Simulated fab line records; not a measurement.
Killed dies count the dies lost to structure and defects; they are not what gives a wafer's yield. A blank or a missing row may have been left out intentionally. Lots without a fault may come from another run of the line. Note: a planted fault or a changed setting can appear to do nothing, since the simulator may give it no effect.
Chamber matching | flow nand harc | NHARC_A_M0_DESCUM_14 on rie diel-08 has 4 sister chambers
The step chemistry O2, time 3 s. 22 wafers are shown with their chamber, then 11 later ones without.

## EACH WAFER AND ITS CHAMBER
wafer  | chamber | throttle valve pct (%) | rf vpp V (V) | oes product au (a.u.)
L074.2 | 2       | 11.305                 | 57.4         | 1.004
L074.4 | 3       | 11.312                 | 57.7         | 1.000
L074.6 | 2       | 11.315                 | 57.7         | 1.004
L075.2 | 2       | 11.306                 | 58.4         | 0.998
L075.4 | 0       | 11.319                 | 56.8         | 1.014
L075.5 | 0       | 11.309                 | 56.5         | 1.011
L075.1 | 3       | 11.319                 | 57.5         | 1.008
L075.3 | 1       | 11.311                 | 58.2         | 1.012
L075.6 | 1       | 11.312                 | 58.2         | 0.999
L076.2 | 0       | 11.320                 | 57.8         | 1.017
L076.3 | 3       | 11.313                 | 58.6         | 1.007
L076.5 | 1       | 11.311                 | 58.5         | 0.999
L077.1 | 2       | 11.305                 | 57.6         | 1.005
L077.3 | 3       | 11.316                 | 57.5         | 0.998
L077.5 | 3       | 11.309                 | 57.9         | 1.004
L079.1 | 2       | 11.308                 | 59.2         | 0.991
L079.2 | 1       | 11.315                 | 59.9         | 1.002
L079.3 | 3       | 11.310                 | 56.6         | 1.003
L080.1 | 0       | 11.331                 | 57.8         | 1.005
L080.5 | 3       | 11.320                 | 56.3         | 0.991
L080.6 | 0       | 11.309                 | 57.5         | 1.005
L090.1 | 2       | 11.290                 | 56.6         | 1.005

SIGNATURES (averages over the wafers above)
reading            | chamber 0 | chamber 1 | chamber 2 | chamber 3 | scatter within a chamber
throttle valve pct | 11.31760  | 11.31225  | 11.30483  | 11.31414  | 0.00663
rf vpp V           | 57.280    | 58.700    | 57.817    | 57.443    | 0.782
oes product au     | 1.01040   | 1.00300   | 1.00117   | 1.00157   | 0.00574
Rule: distance of a wafer from a chamber = root of the sum over the readings of ((wafer's reading minus chamber's mean) / reading's scatter) squared. The wafer belongs to the nearest chamber; if the next one is less than 2 further off, it can't be placed. The scatter: take each reading less its chamber's mean, square it, sum over the shown wafers, divide by the number of wafers less the number of chambers, and take the root.

## WAFERS MISSING THEIR CHAMBER
wafer  | throttle valve pct (%) | rf vpp V (V) | oes product au (a.u.)
L090.2 | 11.309                 | 58.2         | 1.015
L090.3 | 11.322                 | 57.6         | 0.995
L093.2 | 11.322                 | 56.5         | 1.010
L093.3 | 11.303                 | 57.3         | 1.008
L093.6 | 11.304                 | 57.7         | 1.012
L095.2 | 11.309                 | 57.6         | 0.993
L095.3 | 11.306                 | 57.5         | 0.994
L095.4 | 11.323                 | 56.6         | 0.998
L096.1 | 11.296                 | 58.4         | 1.007
L096.3 | 11.325                 | 58.2         | 1.003
L096.4 | 11.314                 | 59.2         | 1.012

## WHICH CHAMBER EACH ONE RAN IN
wafer  | from the rows above               | in truth
L090.2 | can't be placed: 0 or 1 or 2 or 3 | 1
L090.3 | can't be placed: 3 or 1 or 0 or 2 | 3
L093.2 | can't be placed: 0 or 3           | 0
L093.3 | can't be placed: 2 or 3 or 0 or 1 | 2
L093.6 | can't be placed: 2 or 0 or 1 or 3 | 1
L095.2 | can't be placed: 2 or 3 or 1 or 0 | 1
L095.3 | can't be placed: 2 or 3 or 1      | 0
L095.4 | can't be placed: 3 or 0 or 2 or 1 | 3
L096.1 | can't be placed: 2 or 1 or 3 or 0 | 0
L096.3 | can't be placed: 3 or 1 or 0 or 2 | 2
L096.4 | can't be placed: 1 or 0 or 3 or 2 | 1
Correctly placed: 0 of 11. Cannot be placed on the basis of these rows: 11; the candidates contain the true chamber in 10. Wrongly placed: 0.
